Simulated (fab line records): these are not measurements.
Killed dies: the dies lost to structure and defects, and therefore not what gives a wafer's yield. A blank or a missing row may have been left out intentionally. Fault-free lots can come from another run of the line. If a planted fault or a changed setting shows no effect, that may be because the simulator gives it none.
fab line records    flow nandHarc
[record] lots = 6  wafers = 18  lastDay = 33
route steps=1302 shown P_M0@264 END@1302
lots that met no fault: taken from a fault-free run of the same line
startH: the number of hours between the record's first day and the start of the first shown wafer of the lot    waitH: hours from the lot's prior step to this one    " as in the row above    L1.1+2: a row that stands for several wafers    - no value present, or no start provided    * or withheld: withheld    < > ~ a bound
route shown NAME@n: a module of which the file shows steps, and the number in the route of the first    usual: mean/standard deviation of fault-free wafers    same: alike in all rows    chamber/n: place in a boat    sites: the reading at each site    _std_site: the values' standard deviation    _edge_site: mean of outer sites minus mean of inner sites    radiusMm: how far each site lies from the wafer's centre    mask NAME#n: copy n    behind: the most recent tool/chamber to have shaped the wafer    hold: the reason the lot was held/the length of the hold in hours/how it ended    device: the transistor (n, p or np) that didn't switch    end of line: tests of these same wafers at the route's end    a step with no rows: only its recipe    killed: the dies lost at the first sort to structure and to defects; this is not the yield of the wafer    map: a wafer's dies, x killed, . not, _ none there
set.NAME: the setting the step ran with; set.NAME@STEP: the setting that earlier step ran with    model.NAME: the simulator's own value behind a step, which no gauge read
a table for each step, a row for each wafer; lots at some steps of the route
services: from which hour (startH, from the record's first day; less than 0 if before it) a tool's chamber was out of use, for how many hours, and why
[[steps]]
[step NHARC_P_M0_OVL_MEAS_10]
[recipe] pitchNm = 180
[usual] overlayXNm = 0.0/0.74  overlayYNm = 0.1/1
lot.wafer  tool        chamber  startH  waitH  overlayXNm  overlayYNm
L911.1     overlay-01  -        118.13  -      0.9         -0.5
L911.3     "           -        "       "      1.1         -0.8
L911.4     "           -        "       "      0.5         -0.7
L915.1     overlay-01  -        160.50  -      1.0         -0.7
L915.5     "           -        "       "      1.1         0.0
L915.6     "           -        "       "      0.4         -0.8
L916.1     overlay-02  -        176.10  -      0.1         0.3
L916.5     "           -        "       "      -0.4        0.5
L916.6     "           -        "       "      0.5         0.7
L926.2     overlay-01  -        274.07  -      -0.9        1.2
L926.3     "           -        "       "      -0.5        1.0
L926.6     "           -        "       "      -0.6        1.4
L931.2     overlay-01  -        323.88  -      -0.6        -0.2
L931.3     "           -        "       "      -0.5        -0.5
L931.5     "           -        "       "      -0.5        -0.5
L933.2     overlay-02  -        341.58  -      -0.7        -0.3
L933.3     "           -        "       "      -1.0        0.0
L933.5     "           -        "       "      -0.5        0.0
[step NHARC_P_M0_INSPECT_11]
[usual] rawDefectCount = 4.0/2.3
lot.wafer  tool              chamber  startH  waitH  rawDefectCount
L911.1     defectInspect-02  -        118.16  0.0    1
L911.3     "                 -        "       "      5
L911.4     "                 -        "       "      0
L915.1     defectInspect-02  -        160.54  0.0    5
L915.5     "                 -        "       "      3
L915.6     "                 -        "       "      7
L916.1     defectInspect-01  -        176.14  0.0    4
L916.5     "                 -        "       "      10
L916.6     "                 -        "       "      2
L926.2     defectInspect-02  -        274.11  0.0    3
L926.3     "                 -        "       "      4
L926.6     "                 -        "       "      2
L931.2     defectInspect-01  -        323.92  0.0    8
L931.3     "                 -        "       "      2
L931.5     "                 -        "       "      9
L933.2     defectInspect-02  -        341.62  0.0    4
L933.3     "                 -        "       "      1
L933.5     "                 -        "       "      4
[step NHARC_P_M0_DESCUM_14]
[recipe] timeS = 3  o2FlowSccm = 200  arFlowSccm = 0  biasPowerW = 0  chemistry = O2
[step NHARC_P_M0_ETCH_34]
[recipe] targetDepthA = 400  overetchA = 120  timeS = 43.94  ionEnergyEv = 200  n2FlowSccm = 150  h2FlowSccm = 150  arFlowSccm = 0  rfW = 400  biasW = 150  chemistry = N2/H2
[step NHARC_P_M0_ETCH_15]
[recipe] targetDepthA = 1500  overetchA = 150  timeS = 82.5  c4f8FlowSccm = withheld  arFlowSccm = 400  rfW = 600  biasW = 300  chemistry = C4F8/Ar
[step NHARC_P_M0_CD_MEAS_16]
[usual] cdNm = 90.0/0.79
lot.wafer  tool      chamber  startH  waitH  cdNm
L911.1     cdSem-03  -        118.52  -      88.8
L911.3     "         -        "       "      89.9
L911.4     "         -        "       "      90.2
L915.1     cdSem-02  -        160.90  -      90.2
L915.5     "         -        "       "      91.6
L915.6     "         -        "       "      90.6
L916.1     cdSem-03  -        176.50  -      89.4
L916.5     "         -        "       "      89.4
L916.6     "         -        "       "      90.1
L926.2     cdSem-02  -        274.52  -      89.1
L926.3     "         -        "       "      89.0
L926.6     "         -        "       "      89.6
L931.2     cdSem-02  -        324.30  -      90.6
L931.3     "         -        "       "      91.6
L931.5     "         -        "       "      89.7
L933.2     cdSem-03  -        341.98  -      90.5
L933.3     "         -        "       "      90.2
L933.5     "         -        "       "      88.6
[step NHARC_P_M0_STRIP_18]
[recipe] powerW = 1000  n2FlowSccm = 150  h2FlowSccm = 150  arFlowSccm = 0  biasW = 0  chemistry = N2/H2
[usual] drypumpMotorCurrentA = 6.2/0.42  mfcArSccm = 0.004/0.0061  oesProductAu = 0.998/0.0088  rfVppV = 90.4/0.95  showerheadPlenumPTorr = 2.00/0.075  throttleValvePct = 14.172/0.0091
lot.wafer  tool        chamber  startH  waitH  drypumpMotorCurrentA  mfcArSccm  oesProductAu  rfHoursCounterH  rfVppV  showerheadPlenumPTorr  throttleValvePct
L911.4     rieDiel-08  2        118.62  0.1    6.3                   0          1.012         32               90.0    1.92                   14.171
L911.1     "           3        "       "      6.3                   0          0.991         26               89.5    1.99                   14.174
L911.3     "           0        "       "      6.4                   0.013      0.994         36               91.2    2.09                   14.180
L915.1     rieDiel-12  1        160.97  0.1    6.8                   0          0.987         10               90.2    1.96                   14.175
L915.5     "           1        "       "      6.7                   0          0.989         -                89.9    1.96                   14.176
L915.6     "           2        "       "      5.5                   0.013      0.985         -                91.6    2.08                   14.169
L916.1     rieDiel-12  0        176.60  0.1    6.6                   0          0.994         10               92.1    2.03                   14.163
L916.5     "           3        "       "      5.8                   0          0.998         -                91.7    1.96                   14.184
L916.6     "           0        "       "      6.7                   0          0.978         -                91.3    2.03                   14.171
L926.2     rieDiel-09  2        274.60  0.1    6.3                   0.019      1.005         48               91.5    1.95                   14.171
L926.3     "           3        "       "      6.0                   0.011      0.999         43               92.1    2.14                   14.172
L926.6     "           3        "       "      6.0                   0.011      1.004         -                92.8    2.14                   14.168
L931.2     rieDiel-12  0        324.38  0.1    6.7                   0          1.009         8                89.0    2.02                   14.183
L931.3     "           3        "       "      5.8                   0          0.998         9                88.0    1.95                   14.173
L931.5     "           1        "       "      6.8                   0          0.997         -                90.4    1.95                   14.161
L933.2     rieDiel-12  0        342.05  0.1    6.6                   0          1.001         11               89.9    2.02                   14.184
L933.3     "           1        "       "      6.8                   0          0.992         11               90.8    1.95                   14.172
L933.5     "           0        "       "      6.6                   0          1.006         -                90.7    2.02                   14.172
[step NHARC_P_M0_STRIP_19]
[recipe] timeS = 600  tempC = 30  chemistry = postEtchResidueRemover
[step NHARC_P_M0_DEGAS_28]
[recipe] tempC = 250  timeS = 60
[usual] heaterPowerW = 345/36
lot.wafer  tool           chamber  startH  waitH  heaterPowerW
L911.4     pvdSputter-01  -        119.14  -      300
L911.1     "              -        "       "      282
L911.3     "              -        "       "      326
L915.1     pvdSputter-01  -        161.51  -      328
L915.5     "              -        "       "      334
L915.6     "              -        "       "      300
L916.1     pvdSputter-01  -        177.12  -      280
L916.5     "              -        "       "      310
L916.6     "              -        "       "      284
L926.2     pvdSputter-03  -        275.14  -      340
L926.3     "              -        "       "      320
L926.6     "              -        "       "      358
L931.3     pvdSputter-03  -        324.93  -      339
L931.2     "              -        "       "      384
L931.5     "              -        "       "      351
L933.2     pvdSputter-02  -        342.59  -      294
L933.3     "              -        "       "      351
L933.5     "              -        "       "      350
[step NHARC_P_M0_PRE_CLEAN_29]
[recipe] timeS = 30  tempC = 280  gas = H2/He
[usual] heaterPowerW = 424/42
lot.wafer  tool           chamber  startH  waitH  heaterPowerW
L911.4     pvdSputter-01  -        -       -      373
L911.3     "              -        "       "      344
L911.1     "              -        "       "      442
L915.1     pvdSputter-01  -        -       -      374
L915.6     "              -        "       "      394
L915.5     "              -        "       "      371
L916.1     pvdSputter-01  -        -       -      337
L916.6     "              -        "       "      403
L916.5     "              -        "       "      367
L926.3     pvdSputter-03  -        -       -      476
L926.2     "              -        "       "      394
L926.6     "              -        "       "      486
L931.2     pvdSputter-03  -        -       -      480
L931.3     "              -        "       "      384
L931.5     "              -        "       "      483
L933.3     pvdSputter-02  -        -       -      442
L933.2     "              -        "       "      372
L933.5     "              -        "       "      513
[step NHARC_P_M0_PVD_20]
[recipe] targetThkA = 50  biasV = 168.6  powerW = 15000  chamberPressurePa = 0.12  timeS = 8.06  substrateTempC = 50  material = TaN
[step NHARC_P_M0_PVD_21]
[recipe] targetThkA = 300  chamberPressurePa = 5  powerW = 5000  substrateTempC = 30  timeS = 20.49  material = Cu
[usual] throttleValvePct = 30.4/0.88
lot.wafer  tool           chamber  startH  waitH  throttleValvePct
L911.3     pvdSputter-01  -        -       -      29.8
L911.4     "              -        "       "      31.3
L911.1     "              -        "       "      31.3
L915.1     pvdSputter-01  -        -       -      31.1
L915.5     "              -        "       "      31.1
L915.6     "              -        "       "      31.2
L916.1     pvdSputter-01  -        -       -      31.5
L916.5     "              -        "       "      29.7
L916.6     "              -        "       "      29.7
L926.2     pvdSputter-03  -        -       -      29.4
L926.3     "              -        "       "      30.6
L926.6     "              -        "       "      30.7
L931.2     pvdSputter-03  -        -       -      29.9
L931.3     "              -        "       "      30.4
L931.5     "              -        "       "      29.3
L933.2     pvdSputter-02  -        -       -      31.0
L933.3     "              -        "       "      32.0
L933.5     "              -        "       "      30.9
[step NHARC_P_M0_ECD_22]
[recipe] targetThkA = 4000  bathTempC = 25  material = Cu
lot.wafer   tool      chamber  startH  waitH
L911.1+4+3  ecdCu-02  0,1,0    119.55  -
L915.1+6+5  ecdCu-02  1,1,0    161.87  -
L916.1+5+6  ecdCu-02  1,1,0    177.50  -
L926.2+3+6  ecdCu-01  0,1,1    275.55  -
L931.2+3+5  ecdCu-01  1,0,0    325.29  -
L933.2+3+5  ecdCu-02  0,1,1    342.95  -
[step NHARC_P_M0_ANNEAL_30]
[recipe] tempC = 225  timeS = 90
[usual] annealTempCMax = 226.20/0.24  wafer_temp_C_max = 226.13/0.23
lot.wafer  tool          chamber  startH  waitH  annealTempCMax  wafer_temp_C_max
L911.1     rtpAnneal-02  0        119.87  -      226.14          226.10
L911.3     "             0        "       "      225.97          225.97
L911.4     "             0        "       "      226.49          226.34
L915.1     rtpAnneal-01  0        162.28  -      225.82          226.01
L915.5     "             0        "       "      226.22          226.21
L915.6     "             0        "       "      225.99          226.20
L916.1     rtpAnneal-01  0        177.87  0.3    226.18          226.37
L916.5     "             0        "       "      225.99          226.15
L916.6     "             0        "       "      226.37          226.51
L926.2     rtpAnneal-02  0        275.93  0.3    226.01          225.67
L926.3     "             0        "       "      225.77          226.65
L926.6     "             0        "       "      226.54          225.88
L931.2     rtpAnneal-01  0        325.72  -      226.18          225.95
L931.3     "             0        "       "      226.14          226.34
L931.5     "             0        "       "      226.46          226.26
L933.2     rtpAnneal-02  0        343.38  -      226.60          226.38
L933.3     "             0        "       "      226.01          226.11
L933.5     "             0        "       "      226.29          226.28
[step NHARC_P_M0_CMP_23]
[recipe] tOverpolishS = 20  targetThkNm = 117.54
[usual] motorCurrentA = 11.8/0.94  padLifeWafers = 182/92  retainingRingPressureFrac = 0.999/0.0046  slurryFilterDpKPa = 13.52/0.14  timeToEndpointS = 28/3.6
lot.wafer  tool    chamber  startH  waitH  motorCurrentA  padLifeWafers  retainingRingPressureFrac  slurryFilterDpKPa  timeToEndpointS
L911.1     cmp-02  0        120.24  -      10.9           277            1.002                      13.51              23
L911.4     "       1        "       "      12.6           278            0.989                      13.38              30
L911.3     "       2        "       "      12.0           279            1.002                      13.70              27
L915.1     cmp-04  0        162.65  -      12.0           151            1.004                      13.64              26
L915.5     "       3        "       "      10.5           -              0.995                      13.49              9
L915.6     "       0        "       "      12.0           -              1.005                      13.42              26
L916.1     cmp-01  1        178.28  -      12.3           362            1.000                      13.41              31
L916.6     "       3        "       "      10.4           -              0.998                      13.54              33
L916.5     "       0        "       "      13.2           -              1.001                      13.46              15
L926.3     cmp-04  0        276.28  -      12.1           218            1.006                      13.66              24
L926.2     "       1        "       "      12.9           219            1.004                      13.59              25
L926.6     "       2        "       "      10.9           -              0.995                      13.56              26
L931.3     cmp-01  3        326.01  -      10.3           150            0.999                      13.39              34
L931.2     "       1        "       "      12.4           152            1.006                      13.74              30
L931.5     "       0        "       "      13.7           -              0.997                      13.58              28
L933.2     cmp-04  0        343.70  -      12.2           151            1.002                      13.34              25
L933.3     "       2        "       "      11.3           153            1.001                      13.47              27
L933.5     "       0        "       "      12.0           -              0.992                      13.56              25
[step NHARC_P_M0_THK_MEAS_24]
[recipe] thkMeasGauge = xrf
[usual] thkNm = 117.5/1.7
lot.wafer  tool          chamber  startH  waitH  thkNm
L911.1     filmMetro-01  -        120.53  -      116.5
L911.3     "             -        "       "      116.7
L911.4     "             -        "       "      118.2
L915.1     filmMetro-02  -        162.94  -      116.3
L915.5     "             -        "       "      115.6
L915.6     "             -        "       "      115.2
L916.1     filmMetro-02  -        178.54  -      120.0
L916.5     "             -        "       "      117.7
L916.6     "             -        "       "      119.6
L926.2     filmMetro-02  -        276.54  -      118.1
L926.3     "             -        "       "      116.7
L926.6     "             -        "       "      118.7
L931.2     filmMetro-02  -        326.33  -      119.6
L931.3     "             -        "       "      122.5
L931.5     "             -        "       "      117.0
L933.2     filmMetro-02  -        343.99  -      117.1
L933.3     "             -        "       "      119.2
L933.5     "             -        "       "      115.6
[step NHARC_END_SORT_01]
[recipe] tempC = 25
[usual] defectLimitedYield = 90.6/2.9  killedAtArray = 59/20  killedAtOther = 0.8/1.2  killedAtPeriphery = 3.5/2.2  killedDies = 63/20  killedOpen = 3.3/1.8  killedShort = 2.6/1.7
[same] grossDies = 677
lot.wafer  tool       chamber  startH  waitH  defectLimitedYield[%]  killedAtArray  killedAtOther  killedAtPeriphery  killedDies  killedOpen  killedShort
L911.1     prober-01  0        551.88  2.5    94.2                   38             0              1                  39          2           5
L911.3     prober-01  0        553.49  3.1    94.4                   34             0              4                  38          1           2
L911.4     prober-01  0        554.29  3.4    92.8                   46             0              3                  49          4           1
L915.1     prober-02  0        595.73  2.5    92.8                   46             0              3                  49          4           3
L915.5     prober-02  0        598.92  3.7    92.0                   45             5              4                  54          2           5
L915.6     prober-02  0        599.71  4.0    92.6                   44             2              4                  50          1           2
L916.1     prober-02  0        627.03  2.5    88.8                   69             0              7                  76          5           6
L916.5     prober-02  0        630.24  3.7    89.1                   63             0              11                 74          3           3
L916.6     prober-02  0        631.04  4.0    90.7                   59             0              4                  63          6           3
// killed by level:class
L911.1 A_CHANNEL_HOLE_D2:chamberFilmFlake=27 A_CONTACT:chamberFilmFlake=2 P_M1:geometricParticle:short=1 A_SOURCE_PLATE:geometricParticle:open=1 A_SOURCE_PLATE:geometricParticle:short=1 A_CHANNEL_FILL_D1:geometricParticle:open=1 A_ONON_D2:geometricParticle:short=1 A_WL_FILL:geometricParticle:short=1
L911.3 A_CHANNEL_HOLE_D2:chamberFilmFlake=26 P_BONDPAD:chamberFilmFlake=2 A_DECK1_JOINT:chamberFilmFlake=2 A_STAIRCASE:chamberFilmFlake=2 A_CONTACT:chamberFilmFlake=2 P_CONTACT:geometricParticle:open=1 A_CHANNEL_FILL_D1:geometricParticle:short=1 A_SGD_CUT:geometricParticle:short=1
L911.4 A_CHANNEL_HOLE_D2:chamberFilmFlake=33 A_CHANNEL_HOLE_D1:chamberFilmFlake=3 A_CONTACT:chamberFilmFlake=3 P_GATE:chamberFilmFlake=2 A_DECK1_JOINT:chamberFilmFlake=2 P_M0:geometricParticle:short=1 A_ONON_D2:geometricParticle:open=1 A_BLC:geometricParticle:open=1
L915.1 A_CHANNEL_HOLE_D2:chamberFilmFlake=26 A_CONTACT:chamberFilmFlake=6 A_CHANNEL_HOLE_D1:chamberFilmFlake=3 A_DECK1_JOINT:geometricParticle:open=2 A_DECK1_JOINT:chamberFilmFlake=2 A_STAIRCASE:chamberFilmFlake=2 P_M0:geometricParticle:open=1 A_ONON_D1:geometricParticle:open=1
L915.5 A_CHANNEL_HOLE_D2:chamberFilmFlake=27 A_CHANNEL_HOLE_D1:chamberFilmFlake=6 THIN_TSV:chamberFilmFlake=5 A_CONTACT:chamberFilmFlake=4 P_GATE:geometricParticle:short=2 A_STAIRCASE:chamberFilmFlake=2 A_ONON_D1:geometricParticle:short=1 A_DECK1_JOINT:geometricParticle:short=1
L915.6 A_CHANNEL_HOLE_D2:chamberFilmFlake=29 A_CONTACT:chamberFilmFlake=7 A_CHANNEL_HOLE_D1:chamberFilmFlake=3 P_ZERO_WELL:chamberFilmFlake=2 A_STAIRCASE:chamberFilmFlake=2 THIN_TSV:chamberFilmFlake=2 P_M0:geometricParticle:short=1 A_CHANNEL_FILL_D1:geometricParticle:short=1
L916.1 A_SLIT:chamberFilmFlake=32 A_CHANNEL_HOLE_D2:chamberFilmFlake=17 A_CONTACT:chamberFilmFlake=5 P_BONDPAD:chamberFilmFlake=4 A_WL_FILL:geometricParticle:short=2 A_M1:geometricParticle:open=2 A_WL_FILL:chamberFilmFlake=2 P_CONTACT:geometricParticle:open=1
L916.5 A_SLIT:chamberFilmFlake=31 A_CHANNEL_HOLE_D2:chamberFilmFlake=13 A_CONTACT:chamberFilmFlake=7 A_CHANNEL_HOLE_D1:chamberFilmFlake=5 P_ZERO_WELL:chamberFilmFlake=4 P_BONDPAD:chamberFilmFlake=3 P_M0:geometricParticle:open=1 P_M1:geometricParticle:short=1
L916.6 A_SLIT:chamberFilmFlake=31 A_CHANNEL_HOLE_D2:chamberFilmFlake=10 A_CONTACT:chamberFilmFlake=5 A_CHANNEL_FILL_D1:geometricParticle:open=3 P_M0:geometricParticle:open=2 A_CHANNEL_HOLE_D1:chamberFilmFlake=2 A_DECK1_JOINT:chamberFilmFlake=2 P_M1:geometricParticle:short=1
[[services]]
tool           chamber  startH  hours  kind
ecdCu-01       -        96.53   1.2    repair
pvdSputter-02  -        104.00  10.0   pm
cmp-01         -        110.05  1.7    repair
cmp-04         -        111.10  4.0    pm
pvdSputter-03  -        120.28  3.3    repair
rieDiel-12     2        121.29  4.2    repair
cmp-04         -        143.98  8.0    repair
cmp-01         -        148.99  0.5    repair
cmp-01         -        158.13  1.1    repair
ecdCu-01       -        160.00  8.0    pm
cmp-01         -        185.50  4.0    pm
cmp-04         -        209.10  4.0    pm
pvdSputter-02  -        217.93  5.0    repair
pvdSputter-01  -        220.10  9.8    repair
pvdSputter-01  -        229.91  10.0   pm
ecdCu-02       -        244.28  8.0    pm
cmp-04         -        262.07  1.1    repair
rieDiel-12     -        268.45  9.0    pm
pvdSputter-03  -        281.20  0.9    repair
pvdSputter-02  -        283.67  10.0   pm
ecdCu-02       -        302.51  2.2    repair
cmp-04         -        307.21  4.0    pm
rieDiel-12     0        320.12  4.0    repair
rieDiel-12     -        336.01  3.4    repair
[[key]]
[firstSign] step = NHARC_P_M0_CMP_23  reading = timeToEndpointS  direction = down  sigmas = 4.6  usual = *  struck = *
effect none on later readings
metAt NHARC_P_M0_ECD_22
struckWafers L915.5,L916.5
onsetBetween 119.55 161.87
[fault] kind = processParameterDrift  tool = ecdCu-02  chamber = -  onsetH = 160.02  steps = NHARC_P_M0_ECD_22  channel = targetThkA  offset = *  shape = step  endH = 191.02  scope = struckWafersOnly  actsIn = *  stated = *
